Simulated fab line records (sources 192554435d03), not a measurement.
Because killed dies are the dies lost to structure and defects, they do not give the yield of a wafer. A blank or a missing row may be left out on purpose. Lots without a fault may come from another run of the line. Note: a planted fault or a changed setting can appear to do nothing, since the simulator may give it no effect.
Struck lot and sound lot, side by side ; flow n5-finfet ; 15 steps out of a route of 1938
Sound: these wafers, L327.1, L327.3, L327.4. Struck: wafers L328.3, L328.4, L328.5. The cause is named last.
For every step that has rows: the tool of each side, followed by ch and its chambers, followed by its first start. Under that, the readings that differ: sound wafers ; struck wafers ; difference of the means ; sigmas: that difference in standard deviations of wafers without a fault.
alike: readings with means less than 2 such deviations apart, plus words and numbers identical on both sides. not compared: withheld readings, readings lacking a value on some wafer, bounds such as >300 that could conceal the same value, and numbers that have no deviation in the record and whose values overlap.
Wherever a step has rows on one side only, a row that says differs or no value, or a row with sigmas, the two part there. Numbers that don't overlap but have no deviation are shown without sigmas and don't part them. A reading missing from all wafers of one side parts the sides only when that side holds two or more wafers.

first, 6 steps without rows for these wafers: N5_BEOL_M6_COAT_22 (resist thk 30 nm); N5_BEOL_M6_EBR_24; N5_BEOL_M6_SOFTBAKE_23 (time 60 s); N5_BEOL_M6_EXPOSE_25 (exposes mask V5, target cd 40 nm); N5_BEOL_M6_PEB_26 (peb time 60 s); N5_BEOL_M6_DEVELOP_27 (develop time 30 s).
N5_BEOL_M6_CD_MEAS_28: target cd 40 nm.
  sound on cd-sem-01 ch 0, day 9 10:25; struck on cd-sem-01 ch 0, day 9 20:00
  alike: cd-nm
N5_BEOL_M6_OVL_MEAS_29:
  sound on overlay-01 ch 0, day 9 10:26; struck on overlay-02 ch 0, day 9 20:02
  alike: V5_OVL
N5_BEOL_M6_INSPECT_30: inspects for defects (brightfield).
  struck on defect-inspect-01, day 9 20:05; sound on defect-inspect-01, day 9 10:30
  alike: raw-defect-count
N5_BEOL_M6_DESCUM_33: chemistry O2, time 7 s.
  sound on rie-diel-05 ch 0,1,3, day 9 10:32; struck on rie-diel-05 ch 0,2, day 9 21:05
reading;sound;struck;difference;sigmas
rf-fwd-power-W (W);49.49 48.81 49.12;49.38 50.01 49.50;+0.49;+2
  alike: drypump-motor-current-A, o2-flow-sccm, oes-product-au, rf-vpp-V, showerhead-plenum-p-Torr, throttle-valve-pct
  not compared: rf-hours-counter-h
N5_BEOL_M6_ETCH_72: etches underlayer in N2/H2, target depth 6.5 nm, time 5.2 s.
  sound on rie-diel-05 ch 0,1,3, day 9 10:34; struck on rie-diel-05 ch 0,2, day 9 21:07
  alike: bias-w, drypump-motor-current-A, etch-rf-on-time-s, oes-product-au, rf-fwd-power-W, rf-vpp-V, showerhead-plenum-p-Torr, throttle-valve-pct
  not compared: rf-hours-counter-h
N5_BEOL_M6_ETCH_65: etches SiARC in CF4, target depth 15.6 nm, time 26 s.
  sound on rie-diel-05 ch 0,1,3, day 9 10:35; struck on rie-diel-05 ch 0,2, day 9 21:08
  alike: bias-w, drypump-motor-current-A, etch-rf-on-time-s, oes-product-au, rf-fwd-power-W, rf-vpp-V, showerhead-plenum-p-Torr, throttle-valve-pct
  not compared: rf-hours-counter-h
N5_BEOL_M6_ETCH_66: etches SOC in N2/H2, target depth 80 nm, overetch 16 nm, time 120 s.
  sound on rie-diel-05 ch 0,1,3, day 9 10:37; struck on rie-diel-05 ch 0,2, day 9 21:10
reading;sound;struck;difference;sigmas
bias-w (W);150.2 150.4 149.7;125.2 125.1 125.4;-24.9;-61
rf-vpp-V (V);527.7 521.1 520.0;469.8 468.2 470.7;-53.4;-21
model.SiARC_of_BEOL_M6_COAT_64.thk-nm (nm);6.6 6.2 6.6;7.8 7.6 7.8;+1.3;
  alike: drypump-motor-current-A, oes-product-au, rf-fwd-power-W, showerhead-plenum-p-Torr, throttle-valve-pct
  not compared: rf-hours-counter-h
then, 1 step without rows for these wafers: N5_BEOL_M6_STRIP_69 (strips in N2/H2).
-- here the record skips 4 days between the struck wafers' starts before and after, leaving off in module BEOL_M6 and picking up in module PASSIVATION (first step shown: number 1936 of the route) --
N5_PASSIVATION_PROBE_49:
  struck on prober-02, day 13 21:10; sound on prober-01, day 13 08:47
  alike: defect-limited-yield, killed_at_M0_to_M3, killed_at_M4_up, killed-at-contacts, killed-at-front-end, killed-at-other, killed-dies, killed-open, killed-short, sort_bin_5_function, sort_bin_6_memory, sort_bin_8_speed, sort-n-pass, sort-yield-pct

## WHERE THEY PART
At N5_BEOL_M6_DESCUM_33 first; at N5_BEOL_M6_ETCH_66 last (within this record only). Later steps at which nothing parts them and some readings are alike: N5_PASSIVATION_PROBE_49.

WHY: what had been put in by the simulator
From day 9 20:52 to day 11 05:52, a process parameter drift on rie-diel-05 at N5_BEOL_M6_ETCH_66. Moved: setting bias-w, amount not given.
